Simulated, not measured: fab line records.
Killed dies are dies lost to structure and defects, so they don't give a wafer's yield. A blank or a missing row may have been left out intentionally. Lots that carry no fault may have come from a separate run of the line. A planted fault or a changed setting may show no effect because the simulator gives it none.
A sampling plan put to the test / flow nandHarc / one fab line, 30 faults that these records tell of, each judged on the records of the lots that it struck; 1 more is left out, because the records don't allow judging it
The plan consists of the line's own looks: route steps at which the wafer is read by a gauge or an inspection but not changed. A look is open to judgement when struck wafers have a number at it and the file gives its usual mean and standard deviation on fault-free wafers. Caught: the struck wafers' mean, at a look after the fault's first step, is 4 or more of those standard deviations (sigma) away from the usual mean. On the tool: the identical test, applied to the tool's own readings at the steps of the fault. Caught also covers a different recipe on the struck wafers, or a record left blank for those wafers only.

THE FAULTS, as the simulator had put them in
1. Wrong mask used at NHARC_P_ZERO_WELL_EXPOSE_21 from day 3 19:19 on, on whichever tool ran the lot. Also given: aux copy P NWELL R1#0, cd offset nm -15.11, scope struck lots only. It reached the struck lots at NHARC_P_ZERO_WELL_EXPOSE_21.
2. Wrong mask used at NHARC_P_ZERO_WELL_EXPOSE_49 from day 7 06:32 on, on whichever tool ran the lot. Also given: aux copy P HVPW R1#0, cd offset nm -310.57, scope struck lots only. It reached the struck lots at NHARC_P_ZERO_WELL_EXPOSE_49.
3. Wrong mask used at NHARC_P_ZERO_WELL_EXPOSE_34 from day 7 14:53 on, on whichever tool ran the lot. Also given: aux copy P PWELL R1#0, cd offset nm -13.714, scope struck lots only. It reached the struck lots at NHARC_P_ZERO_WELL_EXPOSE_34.
4. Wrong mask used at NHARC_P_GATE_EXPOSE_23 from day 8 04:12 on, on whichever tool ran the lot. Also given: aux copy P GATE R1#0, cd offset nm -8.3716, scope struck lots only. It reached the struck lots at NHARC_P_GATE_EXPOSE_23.
5. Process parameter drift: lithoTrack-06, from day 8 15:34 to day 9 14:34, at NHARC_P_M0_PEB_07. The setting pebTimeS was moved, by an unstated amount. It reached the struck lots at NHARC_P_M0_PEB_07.
6. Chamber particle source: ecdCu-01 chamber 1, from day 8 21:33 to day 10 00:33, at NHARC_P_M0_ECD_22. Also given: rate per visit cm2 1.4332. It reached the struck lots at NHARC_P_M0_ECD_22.
7. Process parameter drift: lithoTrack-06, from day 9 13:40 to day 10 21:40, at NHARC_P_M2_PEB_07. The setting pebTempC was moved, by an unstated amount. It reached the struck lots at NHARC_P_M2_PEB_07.
8. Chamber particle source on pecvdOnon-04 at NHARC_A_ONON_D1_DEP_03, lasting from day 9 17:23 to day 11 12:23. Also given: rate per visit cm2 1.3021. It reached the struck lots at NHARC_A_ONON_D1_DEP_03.
9. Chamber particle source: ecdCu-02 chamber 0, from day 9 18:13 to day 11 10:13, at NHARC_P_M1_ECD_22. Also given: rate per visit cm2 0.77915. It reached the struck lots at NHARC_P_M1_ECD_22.
10. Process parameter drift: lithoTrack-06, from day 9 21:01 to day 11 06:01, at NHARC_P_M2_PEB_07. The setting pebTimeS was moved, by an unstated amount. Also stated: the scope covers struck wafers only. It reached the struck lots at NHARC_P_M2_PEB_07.
11. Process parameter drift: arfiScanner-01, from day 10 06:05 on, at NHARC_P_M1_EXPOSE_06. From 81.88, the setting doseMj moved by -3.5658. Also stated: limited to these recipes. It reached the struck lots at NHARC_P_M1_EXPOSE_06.
12. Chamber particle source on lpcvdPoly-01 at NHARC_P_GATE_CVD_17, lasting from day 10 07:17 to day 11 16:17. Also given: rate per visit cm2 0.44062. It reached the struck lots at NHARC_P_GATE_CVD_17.
13. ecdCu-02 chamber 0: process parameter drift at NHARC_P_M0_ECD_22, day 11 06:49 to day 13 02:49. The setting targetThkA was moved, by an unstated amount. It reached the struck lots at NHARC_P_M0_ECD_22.
14. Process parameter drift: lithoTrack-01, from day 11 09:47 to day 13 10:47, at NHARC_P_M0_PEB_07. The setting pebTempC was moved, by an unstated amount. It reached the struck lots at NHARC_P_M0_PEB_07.
15. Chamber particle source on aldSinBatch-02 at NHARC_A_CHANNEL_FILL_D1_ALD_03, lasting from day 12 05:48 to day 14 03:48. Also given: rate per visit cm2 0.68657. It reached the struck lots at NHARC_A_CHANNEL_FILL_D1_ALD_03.
16. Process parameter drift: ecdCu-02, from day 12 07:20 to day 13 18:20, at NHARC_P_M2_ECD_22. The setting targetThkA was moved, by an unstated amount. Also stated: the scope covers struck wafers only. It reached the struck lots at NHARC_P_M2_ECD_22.
17. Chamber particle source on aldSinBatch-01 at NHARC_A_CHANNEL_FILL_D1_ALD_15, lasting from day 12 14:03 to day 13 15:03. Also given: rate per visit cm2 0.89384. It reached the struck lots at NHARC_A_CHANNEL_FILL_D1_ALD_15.
18. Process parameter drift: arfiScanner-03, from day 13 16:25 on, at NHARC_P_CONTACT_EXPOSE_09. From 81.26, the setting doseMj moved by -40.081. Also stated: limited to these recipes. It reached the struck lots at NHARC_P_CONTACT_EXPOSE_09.
19. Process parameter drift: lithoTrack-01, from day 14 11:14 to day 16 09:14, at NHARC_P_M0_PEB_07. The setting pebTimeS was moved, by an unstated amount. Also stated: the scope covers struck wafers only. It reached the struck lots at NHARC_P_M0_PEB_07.
20. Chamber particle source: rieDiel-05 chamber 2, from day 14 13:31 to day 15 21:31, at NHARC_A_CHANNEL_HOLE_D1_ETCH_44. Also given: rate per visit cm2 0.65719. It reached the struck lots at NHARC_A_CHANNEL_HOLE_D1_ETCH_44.
21. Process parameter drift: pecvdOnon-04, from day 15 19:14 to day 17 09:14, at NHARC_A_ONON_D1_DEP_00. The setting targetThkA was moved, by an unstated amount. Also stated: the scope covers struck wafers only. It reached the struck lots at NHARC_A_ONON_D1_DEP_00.
22. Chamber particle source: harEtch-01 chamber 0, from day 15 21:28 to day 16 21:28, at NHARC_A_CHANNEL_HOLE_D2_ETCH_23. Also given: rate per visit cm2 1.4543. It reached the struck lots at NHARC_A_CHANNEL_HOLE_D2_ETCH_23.
23. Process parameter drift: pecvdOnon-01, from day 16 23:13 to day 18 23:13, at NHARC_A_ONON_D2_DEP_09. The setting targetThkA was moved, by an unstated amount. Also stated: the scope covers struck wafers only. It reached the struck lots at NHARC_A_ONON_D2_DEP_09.
24. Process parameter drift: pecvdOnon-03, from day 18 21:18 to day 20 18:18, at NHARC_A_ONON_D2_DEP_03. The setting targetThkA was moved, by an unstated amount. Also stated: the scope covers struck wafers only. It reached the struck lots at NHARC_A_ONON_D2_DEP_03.
25. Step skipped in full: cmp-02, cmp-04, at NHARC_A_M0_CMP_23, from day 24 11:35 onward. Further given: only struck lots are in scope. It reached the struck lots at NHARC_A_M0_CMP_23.
26. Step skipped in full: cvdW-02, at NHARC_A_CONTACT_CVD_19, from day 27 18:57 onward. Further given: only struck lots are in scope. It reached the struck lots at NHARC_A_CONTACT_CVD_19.
27. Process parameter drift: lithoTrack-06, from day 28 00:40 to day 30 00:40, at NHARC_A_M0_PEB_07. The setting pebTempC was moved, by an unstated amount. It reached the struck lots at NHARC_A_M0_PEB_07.
28. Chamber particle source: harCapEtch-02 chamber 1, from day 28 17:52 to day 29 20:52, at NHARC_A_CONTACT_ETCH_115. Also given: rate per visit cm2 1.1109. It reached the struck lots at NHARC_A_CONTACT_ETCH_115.
29. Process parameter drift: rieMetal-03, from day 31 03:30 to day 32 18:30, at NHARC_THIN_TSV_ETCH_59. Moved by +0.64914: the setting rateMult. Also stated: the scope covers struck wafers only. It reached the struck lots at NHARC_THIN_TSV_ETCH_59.
30. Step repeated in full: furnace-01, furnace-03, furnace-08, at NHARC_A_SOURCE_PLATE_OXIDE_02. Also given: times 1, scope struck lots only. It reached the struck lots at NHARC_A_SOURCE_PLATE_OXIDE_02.

WHAT THE PLAN SAW
fault=1; on the tool itself=no reading that can be judged; first look that catches it=NHARC_P_ZERO_WELL_CD_MEAS_24; reading, sigma=cdNm -10; median hours from its first step to that look=0.1; hours from the fault's start to the first struck lot there=5; judged looks passed uncaught=0
fault=2; on the tool itself=no reading that can be judged; first look that catches it=NHARC_P_ZERO_WELL_CD_MEAS_52; reading, sigma=cdNm -99 or beyond; median hours from its first step to that look=0.2; hours from the fault's start to the first struck lot there=5; judged looks passed uncaught=0
fault=3; on the tool itself=no reading that can be judged; first look that catches it=NHARC_P_ZERO_WELL_CD_MEAS_37; reading, sigma=cdNm -11; median hours from its first step to that look=0.2; hours from the fault's start to the first struck lot there=5; judged looks passed uncaught=0
fault=4; on the tool itself=no reading that can be judged; first look that catches it=NHARC_P_GATE_CD_MEAS_26; reading, sigma=cdNm -16; median hours from its first step to that look=0.1; hours from the fault's start to the first struck lot there=0; judged looks passed uncaught=0
fault=5; on the tool itself=no reading that can be judged; first look that catches it=NHARC_P_M0_CD_MEAS_09; reading, sigma=cdNm +4.3; median hours from its first step to that look=0.1; hours from the fault's start to the first struck lot there=14; judged looks passed uncaught=0
fault=6; on the tool itself=no reading that can be judged; first look that catches it=NHARC_END_SORT_01; reading, sigma=killedAtPeriphery +99 or beyond; median hours from its first step to that look=435.0; hours from the fault's start to the first struck lot there=445; judged looks passed uncaught=1
fault=7; on the tool itself=plateTempC +14 sigma; first look that catches it=NHARC_P_M2_CD_MEAS_09; reading, sigma=cdNm +14; median hours from its first step to that look=0.1; hours from the fault's start to the first struck lot there=0; judged looks passed uncaught=0
fault=8; on the tool itself=under 2 sigma; first look that catches it=none of the 2 looks that can be judged after it; reading, sigma=strongest: killedDies at NHARC_END_SORT_01, +3.4; median hours from its first step to that look=-; hours from the fault's start to the first struck lot there=-; judged looks passed uncaught=2
fault=9; on the tool itself=no reading that can be judged; first look that catches it=NHARC_END_SORT_01; reading, sigma=killedAtPeriphery +99 or beyond; median hours from its first step to that look=430.8; hours from the fault's start to the first struck lot there=434; judged looks passed uncaught=0
fault=10; on the tool itself=no reading that can be judged; first look that catches it=NHARC_P_M2_CD_MEAS_09; reading, sigma=cdNm +4.5; median hours from its first step to that look=0.1; hours from the fault's start to the first struck lot there=7; judged looks passed uncaught=0
fault=11; on the tool itself=exposureDoseMJCm2 -41 sigma; first look that catches it=none of the 2 looks that can be judged after it; reading, sigma=strongest: cdNm at NHARC_P_M1_CD_MEAS_09, -3.9; median hours from its first step to that look=-; hours from the fault's start to the first struck lot there=-; judged looks passed uncaught=2
fault=12; on the tool itself=under 2 sigma; first look that catches it=NHARC_P_GATE_INSPECT_28; reading, sigma=rawDefectCount +92; median hours from its first step to that look=4.2; hours from the fault's start to the first struck lot there=19; judged looks passed uncaught=0
fault=13; on the tool itself=no reading that can be judged; first look that catches it=no look after it can be judged; reading, sigma=-; median hours from its first step to that look=-; hours from the fault's start to the first struck lot there=-; judged looks passed uncaught=0
fault=14; on the tool itself=plateTempC -12 sigma; first look that catches it=NHARC_P_M0_CD_MEAS_09; reading, sigma=cdNm -11; median hours from its first step to that look=0.1; hours from the fault's start to the first struck lot there=21; judged looks passed uncaught=0
fault=15; on the tool itself=under 2 sigma; first look that catches it=none of the 2 looks that can be judged after it; reading, sigma=strongest: killedDies at NHARC_END_SORT_01, +3.0; median hours from its first step to that look=-; hours from the fault's start to the first struck lot there=-; judged looks passed uncaught=2
fault=16; on the tool itself=no reading that can be judged; first look that catches it=no look after it can be judged; reading, sigma=-; median hours from its first step to that look=-; hours from the fault's start to the first struck lot there=-; judged looks passed uncaught=0
fault=17; on the tool itself=under 2 sigma; first look that catches it=NHARC_END_SORT_01; reading, sigma=killedAtArray +4.4; median hours from its first step to that look=354.6; hours from the fault's start to the first struck lot there=353; judged looks passed uncaught=1
fault=18; on the tool itself=exposureDoseMJCm2 -99 or beyond sigma; first look that catches it=NHARC_P_CONTACT_CD_MEAS_12; reading, sigma=cdNm -67; median hours from its first step to that look=0.1; hours from the fault's start to the first struck lot there=12; judged looks passed uncaught=0
fault=19; on the tool itself=heaterPowerTotalW +99 or beyond sigma; first look that catches it=NHARC_P_M0_CD_MEAS_09; reading, sigma=cdNm -51; median hours from its first step to that look=0.1; hours from the fault's start to the first struck lot there=25; judged looks passed uncaught=0
fault=20; on the tool itself=under 2 sigma; first look that catches it=NHARC_A_CHANNEL_HOLE_D1_INSPECT_40; reading, sigma=rawDefectCount +14; median hours from its first step to that look=1.0; hours from the fault's start to the first struck lot there=8; judged looks passed uncaught=0
fault=21; on the tool itself=under 2 sigma; first look that catches it=NHARC_A_ONON_D1_THK_MEAS_02; reading, sigma=thkNm +4.1; median hours from its first step to that look=0.4; hours from the fault's start to the first struck lot there=10; judged looks passed uncaught=0
fault=22; on the tool itself=under 2 sigma; first look that catches it=NHARC_A_CHANNEL_HOLE_D2_INSPECT_40; reading, sigma=rawDefectCount +11; median hours from its first step to that look=4.3; hours from the fault's start to the first struck lot there=16; judged looks passed uncaught=1
fault=23; on the tool itself=under 2 sigma; first look that catches it=NHARC_A_ONON_D2_THK_MEAS_11; reading, sigma=thkNm +46; median hours from its first step to that look=0.4; hours from the fault's start to the first struck lot there=6; judged looks passed uncaught=0
fault=24; on the tool itself=under 2 sigma; first look that catches it=NHARC_A_ONON_D2_THK_MEAS_05; reading, sigma=thkNm -44; median hours from its first step to that look=0.4; hours from the fault's start to the first struck lot there=7; judged looks passed uncaught=0
fault=25; on the tool itself=the tool's record is blank for the struck wafers; first look that catches it=NHARC_A_M0_THK_MEAS_24; reading, sigma=thkNm +99 or beyond; median hours from its first step to that look=0.3; hours from the fault's start to the first struck lot there=2; judged looks passed uncaught=0
fault=26; on the tool itself=the tool's record is blank for the struck wafers; first look that catches it=no look after it can be judged; reading, sigma=-; median hours from its first step to that look=-; hours from the fault's start to the first struck lot there=-; judged looks passed uncaught=0
fault=27; on the tool itself=plateTempC +20 sigma; first look that catches it=NHARC_A_M0_CD_MEAS_09; reading, sigma=cdNm +18; median hours from its first step to that look=0.1; hours from the fault's start to the first struck lot there=3; judged looks passed uncaught=0
fault=28; on the tool itself=under 2 sigma; first look that catches it=none of the 2 looks that can be judged after it; reading, sigma=strongest: killedDies at NHARC_END_SORT_01, +3.8; median hours from its first step to that look=-; hours from the fault's start to the first struck lot there=-; judged looks passed uncaught=2
fault=29; on the tool itself=oesProductAu +57 sigma; first look that catches it=NHARC_THIN_TSV_CD_MEAS_37; reading, sigma=cdNm -10; median hours from its first step to that look=1.1; hours from the fault's start to the first struck lot there=9; judged looks passed uncaught=0
fault=30; on the tool itself=the tool's record is blank for the struck wafers; first look that catches it=NHARC_A_SOURCE_PLATE_THK_MEAS_09; reading, sigma=thkNm +5.3; median hours from its first step to that look=8.3; hours from the fault's start to the first struck lot there=-; judged looks passed uncaught=0
A dash: the fault is not caught, or the number is missing from these records.

Caught at a look: 23 of 30. Caught on the tool: 10 of 30. By one or the other: 25 of 30.
Faults 11, 26 were caught on the tool alone.
Caught at a look alone: faults 1, 2, 3, 4, 5, 6, 9, 10, 12, 17, 20, 21, 22, 23, 24.
Caught by neither: faults 8, 13, 15, 16, 28.

THINNER SAMPLING
In the worst case, this is how late the first struck lot would be measured if the look that catches a fault measured only every second or every third lot, by lot number:
fault=1; struck lots at that look, in order of time=L205; every lot=5 h; every second lot=may miss it; every third lot=may miss it
fault=2; struck lots at that look, in order of time=L829; every lot=5 h; every second lot=may miss it; every third lot=may miss it
fault=3; struck lots at that look, in order of time=L134; every lot=5 h; every second lot=may miss it; every third lot=may miss it
fault=4; struck lots at that look, in order of time=L169; every lot=0 h; every second lot=may miss it; every third lot=may miss it
fault=5; struck lots at that look, in order of time=L297, L296; every lot=14 h; every second lot=14 h; every third lot=may miss all 2
fault=6; struck lots at that look, in order of time=L604, L605; every lot=445 h; every second lot=457 h; every third lot=may miss all 2
fault=7; struck lots at that look, in order of time=L719, L721, L722; every lot=0 h; every second lot=23 h; every third lot=may miss all 3
fault=9; struck lots at that look, in order of time=L787, L789; every lot=434 h; every second lot=may miss all 2; every third lot=may miss all 2
fault=10; struck lots at that look, in order of time=L238; every lot=7 h; every second lot=may miss it; every third lot=may miss it
fault=12; struck lots at that look, in order of time=L810, L811; every lot=19 h; every second lot=20 h; every third lot=may miss all 2
fault=14; struck lots at that look, in order of time=L751, L754; every lot=21 h; every second lot=48 h; every third lot=may miss all 2
fault=17; struck lots at that look, in order of time=L260, L261; every lot=353 h; every second lot=353 h; every third lot=may miss all 2
fault=18; struck lots at that look, in order of time=L388, L390; every lot=12 h; every second lot=may miss all 2; every third lot=may miss all 2
fault=19; struck lots at that look, in order of time=L436, L437; every lot=25 h; every second lot=31 h; every third lot=may miss all 2
fault=20; struck lots at that look, in order of time=L695; every lot=8 h; every second lot=may miss it; every third lot=may miss it
fault=21; struck lots at that look, in order of time=L640, L642; every lot=10 h; every second lot=may miss all 2; every third lot=may miss all 2
fault=22; struck lots at that look, in order of time=L148, L149; every lot=16 h; every second lot=27 h; every third lot=may miss all 2
fault=23; struck lots at that look, in order of time=L879, L880, L881; every lot=6 h; every second lot=28 h; every third lot=42 h
fault=24; struck lots at that look, in order of time=L403, L405, L406; every lot=7 h; every second lot=30 h; every third lot=may miss all 3
fault=25; struck lots at that look, in order of time=L322, L324; every lot=2 h; every second lot=may miss all 2; every third lot=may miss all 2
fault=27; struck lots at that look, in order of time=L313, L315; every lot=3 h; every second lot=may miss all 2; every third lot=may miss all 2
fault=29; struck lots at that look, in order of time=L332, L335; every lot=9 h; every second lot=31 h; every third lot=may miss all 2
The hour figures run from when the fault began to the first measured lot among those it struck. Since the struck wafers were tested as one group against 4 sigma, a single lot by itself may lie under the limit. Other struck lots may not be in these records.

THE LONGEST TIMED WAY FROM STEP TO LOOK
Fault 6: median gap of 435.0 hours between NHARC_P_M0_ECD_22 and NHARC_END_SORT_01. The look between them that can be judged stayed within 4 sigma: NHARC_A_BONDPAD_THK_MEAS_20.
